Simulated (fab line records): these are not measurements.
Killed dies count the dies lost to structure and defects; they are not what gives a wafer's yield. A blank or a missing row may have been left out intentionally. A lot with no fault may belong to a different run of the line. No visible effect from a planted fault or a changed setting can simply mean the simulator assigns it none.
Split-lot trial / flow n5-finfet / 39 wafers read from 7 lots, route of 1938 steps

## ABOUT THE SPLIT
At N5_MOL_CONTACT_COAG_ETCH_91 (etches SOC in N2/H2, target depth 60 nm, overetch 21 nm, time 101.2 s), the setting time-s was moved away from the recipe's 101.2 s on 12 of the 39 wafers read, by -38.5% to +44.5%. For the rest of the wafers, this setting stayed at what the recipe calls for.

The split's own step is where the reading is taken.

## THE READING
SiARC_of_MOL_CONTACT_COAG_COAT_76.thk-nm (the simulator's own value, which no gauge read), in nm, at N5_MOL_CONTACT_COAG_ETCH_91 (etches SOC in N2/H2, target depth 60 nm, overetch 21 nm, time 101.2 s). No usual value for it is given in the file. Here, 27 wafers ran the recipe; their average is 5.9 nm with a standard deviation of 0.11 nm.

wafer=L075.1; tool, chamber at the split=rie-diel-02, 0; time-s as run, s=101.2; against the recipe=recipe; SiARC_of_MOL_CONTACT_COAG_COAT_76.thk-nm, nm=5.8; against lot-mates on the recipe=-
wafer=L075.2; tool, chamber at the split=rie-diel-02, 1; time-s as run, s=101.2; against the recipe=recipe; SiARC_of_MOL_CONTACT_COAG_COAT_76.thk-nm, nm=5.6; against lot-mates on the recipe=-
wafer=L075.4; tool, chamber at the split=rie-diel-02, 3; time-s as run, s=101.2; against the recipe=recipe; SiARC_of_MOL_CONTACT_COAG_COAT_76.thk-nm, nm=5.8; against lot-mates on the recipe=-
wafer=L080.1; tool, chamber at the split=rie-diel-05, 3; time-s as run, s=101.2; against the recipe=recipe; SiARC_of_MOL_CONTACT_COAG_COAT_76.thk-nm, nm=6; against lot-mates on the recipe=-
wafer=L080.2; tool, chamber at the split=rie-diel-05, 1; time-s as run, s=62.19; against the recipe=-38.5%; SiARC_of_MOL_CONTACT_COAG_COAT_76.thk-nm, nm=7.4; against lot-mates on the recipe=+1.5
wafer=L080.3; tool, chamber at the split=rie-diel-05, 0; time-s as run, s=101.2; against the recipe=recipe; SiARC_of_MOL_CONTACT_COAG_COAT_76.thk-nm, nm=6; against lot-mates on the recipe=-
wafer=L080.4; tool, chamber at the split=rie-diel-05, 2; time-s as run, s=62.19; against the recipe=-38.5%; SiARC_of_MOL_CONTACT_COAG_COAT_76.thk-nm, nm=7.4; against lot-mates on the recipe=+1.5
wafer=L080.5; tool, chamber at the split=rie-diel-05, 1; time-s as run, s=101.2; against the recipe=recipe; SiARC_of_MOL_CONTACT_COAG_COAT_76.thk-nm, nm=5.8; against lot-mates on the recipe=-
wafer=L080.6; tool, chamber at the split=rie-diel-05, 2; time-s as run, s=62.19; against the recipe=-38.5%; SiARC_of_MOL_CONTACT_COAG_COAT_76.thk-nm, nm=7.4; against lot-mates on the recipe=+1.5
wafer=L087.1; tool, chamber at the split=rie-diel-05, 3; time-s as run, s=101.2; against the recipe=recipe; SiARC_of_MOL_CONTACT_COAG_COAT_76.thk-nm, nm=6; against lot-mates on the recipe=-
wafer=L087.2; tool, chamber at the split=rie-diel-05, 2; time-s as run, s=101.2; against the recipe=recipe; SiARC_of_MOL_CONTACT_COAG_COAT_76.thk-nm, nm=5.8; against lot-mates on the recipe=-
wafer=L087.3; tool, chamber at the split=rie-diel-05, 0; time-s as run, s=101.2; against the recipe=recipe; SiARC_of_MOL_CONTACT_COAG_COAT_76.thk-nm, nm=6; against lot-mates on the recipe=-
wafer=L087.4; tool, chamber at the split=rie-diel-05, 1; time-s as run, s=101.2; against the recipe=recipe; SiARC_of_MOL_CONTACT_COAG_COAT_76.thk-nm, nm=5.8; against lot-mates on the recipe=-
wafer=L087.5; tool, chamber at the split=rie-diel-05, 3; time-s as run, s=101.2; against the recipe=recipe; SiARC_of_MOL_CONTACT_COAG_COAT_76.thk-nm, nm=6; against lot-mates on the recipe=-
wafer=L087.6; tool, chamber at the split=rie-diel-05, 0; time-s as run, s=101.2; against the recipe=recipe; SiARC_of_MOL_CONTACT_COAG_COAT_76.thk-nm, nm=6; against lot-mates on the recipe=-
wafer=L088.1; tool, chamber at the split=rie-diel-05, 3; time-s as run, s=101.2; against the recipe=recipe; SiARC_of_MOL_CONTACT_COAG_COAT_76.thk-nm, nm=6; against lot-mates on the recipe=-
wafer=L088.2; tool, chamber at the split=rie-diel-05, 2; time-s as run, s=63.69; against the recipe=-37.1%; SiARC_of_MOL_CONTACT_COAG_COAT_76.thk-nm, nm=7.4; against lot-mates on the recipe=+1.4
wafer=L088.3; tool, chamber at the split=rie-diel-05, 0; time-s as run, s=101.2; against the recipe=recipe; SiARC_of_MOL_CONTACT_COAG_COAT_76.thk-nm, nm=6; against lot-mates on the recipe=-
wafer=L088.4; tool, chamber at the split=rie-diel-05, 3; time-s as run, s=63.69; against the recipe=-37.1%; SiARC_of_MOL_CONTACT_COAG_COAT_76.thk-nm, nm=7.4; against lot-mates on the recipe=+1.4
wafer=L088.5; tool, chamber at the split=rie-diel-05, 2; time-s as run, s=63.69; against the recipe=-37.1%; SiARC_of_MOL_CONTACT_COAG_COAT_76.thk-nm, nm=7.4; against lot-mates on the recipe=+1.4
wafer=L088.6; tool, chamber at the split=rie-diel-05, 0; time-s as run, s=101.2; against the recipe=recipe; SiARC_of_MOL_CONTACT_COAG_COAT_76.thk-nm, nm=6; against lot-mates on the recipe=-
wafer=L090.1; tool, chamber at the split=rie-diel-01, 1; time-s as run, s=146.2; against the recipe=+44.5%; SiARC_of_MOL_CONTACT_COAG_COAT_76.thk-nm, nm=3.8; against lot-mates on the recipe=-2.0
wafer=L090.2; tool, chamber at the split=rie-diel-01, 3; time-s as run, s=101.2; against the recipe=recipe; SiARC_of_MOL_CONTACT_COAG_COAT_76.thk-nm, nm=5.8; against lot-mates on the recipe=-
wafer=L090.3; tool, chamber at the split=rie-diel-01, 2; time-s as run, s=146.2; against the recipe=+44.5%; SiARC_of_MOL_CONTACT_COAG_COAT_76.thk-nm, nm=3.8; against lot-mates on the recipe=-2.0
wafer=L090.4; tool, chamber at the split=rie-diel-01, 0; time-s as run, s=101.2; against the recipe=recipe; SiARC_of_MOL_CONTACT_COAG_COAT_76.thk-nm, nm=5.8; against lot-mates on the recipe=-
wafer=L090.5; tool, chamber at the split=rie-diel-01, 1; time-s as run, s=101.2; against the recipe=recipe; SiARC_of_MOL_CONTACT_COAG_COAT_76.thk-nm, nm=5.8; against lot-mates on the recipe=-
wafer=L090.6; tool, chamber at the split=rie-diel-01, 0; time-s as run, s=146.2; against the recipe=+44.5%; SiARC_of_MOL_CONTACT_COAG_COAT_76.thk-nm, nm=4; against lot-mates on the recipe=-1.8
wafer=L089.1; tool, chamber at the split=rie-diel-05, 3; time-s as run, s=64.89; against the recipe=-35.9%; SiARC_of_MOL_CONTACT_COAG_COAT_76.thk-nm, nm=7.4; against lot-mates on the recipe=+1.5
wafer=L089.2; tool, chamber at the split=rie-diel-05, 0; time-s as run, s=101.2; against the recipe=recipe; SiARC_of_MOL_CONTACT_COAG_COAT_76.thk-nm, nm=6; against lot-mates on the recipe=-
wafer=L089.3; tool, chamber at the split=rie-diel-05, 2; time-s as run, s=101.2; against the recipe=recipe; SiARC_of_MOL_CONTACT_COAG_COAT_76.thk-nm, nm=5.8; against lot-mates on the recipe=-
wafer=L089.4; tool, chamber at the split=rie-diel-05, 0; time-s as run, s=101.2; against the recipe=recipe; SiARC_of_MOL_CONTACT_COAG_COAT_76.thk-nm, nm=6; against lot-mates on the recipe=-
wafer=L089.5; tool, chamber at the split=rie-diel-05, 2; time-s as run, s=64.89; against the recipe=-35.9%; SiARC_of_MOL_CONTACT_COAG_COAT_76.thk-nm, nm=7.4; against lot-mates on the recipe=+1.5
wafer=L089.6; tool, chamber at the split=rie-diel-05, 3; time-s as run, s=64.89; against the recipe=-35.9%; SiARC_of_MOL_CONTACT_COAG_COAT_76.thk-nm, nm=7.4; against lot-mates on the recipe=+1.5
wafer=L093.1; tool, chamber at the split=rie-diel-02, 2; time-s as run, s=101.2; against the recipe=recipe; SiARC_of_MOL_CONTACT_COAG_COAT_76.thk-nm, nm=6; against lot-mates on the recipe=-
wafer=L093.2; tool, chamber at the split=rie-diel-02, 1; time-s as run, s=101.2; against the recipe=recipe; SiARC_of_MOL_CONTACT_COAG_COAT_76.thk-nm, nm=5.8; against lot-mates on the recipe=-
wafer=L093.3; tool, chamber at the split=rie-diel-02, 0; time-s as run, s=101.2; against the recipe=recipe; SiARC_of_MOL_CONTACT_COAG_COAT_76.thk-nm, nm=5.8; against lot-mates on the recipe=-
wafer=L093.4; tool, chamber at the split=rie-diel-02, 3; time-s as run, s=101.2; against the recipe=recipe; SiARC_of_MOL_CONTACT_COAG_COAT_76.thk-nm, nm=5.8; against lot-mates on the recipe=-
wafer=L093.5; tool, chamber at the split=rie-diel-02, 0; time-s as run, s=101.2; against the recipe=recipe; SiARC_of_MOL_CONTACT_COAG_COAT_76.thk-nm, nm=5.8; against lot-mates on the recipe=-
wafer=L093.6; tool, chamber at the split=rie-diel-02, 3; time-s as run, s=101.2; against the recipe=recipe; SiARC_of_MOL_CONTACT_COAG_COAT_76.thk-nm, nm=5.8; against lot-mates on the recipe=-

FIT RESULTS
A straight line over all 39 wafers: SiARC_of_MOL_CONTACT_COAG_COAT_76.thk-nm changes by -0.0425 nm for each +1% of time-s; r = -0.99; the points scatter about the line by 0.11 nm.
The same after taking each lot's own level away (the mean of its wafers on the recipe; 39 wafers): -0.0406 nm for each +1%; r = -1.00; scatter 0.087 nm.
The reading moves by 1.8 nm for the largest change in time-s, on that fit.
From 5.73 to 6.00 nm: that is the span of the lots' own levels, equal to 2.4 times the standard deviation above.
So the lot-to-lot level changes the slope little: the two slopes agree.
Check: for one of the wafers moved furthest among these (+44.5%), held out of the fit, the line's prediction against its lot-mates is -1.8 nm. Against them it came out at -2 nm.

## THESE WAFERS: OTHER SPLITS
Before the reading, these wafers also passed through other splits. Each is held against what the fit with the lots' levels taken away leaves over:
other split on the same wafers=N5_SD_EPI_N_DEVELOP_08 develop-time-s; wafers away from the commonest value=18; r with SiARC_of_MOL_CONTACT_COAG_COAT_76.thk-nm (lot level and that fit taken away)=+0.07
other split on the same wafers=N5_HKMG_FIN_DEVELOP_11 develop-time-s; wafers away from the commonest value=18; r with SiARC_of_MOL_CONTACT_COAG_COAT_76.thk-nm (lot level and that fit taken away)=+0.03

## THE WHOLE CHAIN: every reading that the file lists as answering this split, in the file's order
step=N5_MOL_CONTACT_COAG_ETCH_91; what it does=etches SOC in N2/H2, target depth 60 nm, overetch 21 nm, time 101.2 s; reading=etch.depth-nm (the simulator's own value, which no gauge read); change (the file's fit)=not straight: 50.35 at the lowest setting, 59.89 at the recipe, 59.88 at the highest; r (the file's)=not given
step=N5_MOL_CONTACT_COAG_ETCH_91; what it does=etches SOC in N2/H2, target depth 60 nm, overetch 21 nm, time 101.2 s; reading=SiARC_of_MOL_CONTACT_COAG_COAT_76.thk-nm (the simulator's own value, which no gauge read); change (the file's fit)=-0.0403 nm for each +1% of the setting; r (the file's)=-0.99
step=N5_MOL_CONTACT_COAG_ETCH_47; what it does=etches SiNx in CH3F/O2, stops on W, target depth 27 nm; reading=etch-rf-on-time-s; change (the file's fit)=not straight: withheld at the lowest setting, withheld at the recipe, withheld at the highest; r (the file's)=not given
step=N5_MOL_CONTACT_COAG_ETCH_47; what it does=etches SiNx in CH3F/O2, stops on W, target depth 27 nm; reading=etch.over-etch-s (the simulator's own value, which no gauge read); change (the file's fit)=not straight: 0 at the lowest setting, 5.224 at the recipe, 5.2 at the highest; r (the file's)=not given

## FILE'S OWN FIT
SiARC_of_MOL_CONTACT_COAG_COAT_76.thk-nm changes by -0.0403 nm for each +1% of time-s, r = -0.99.
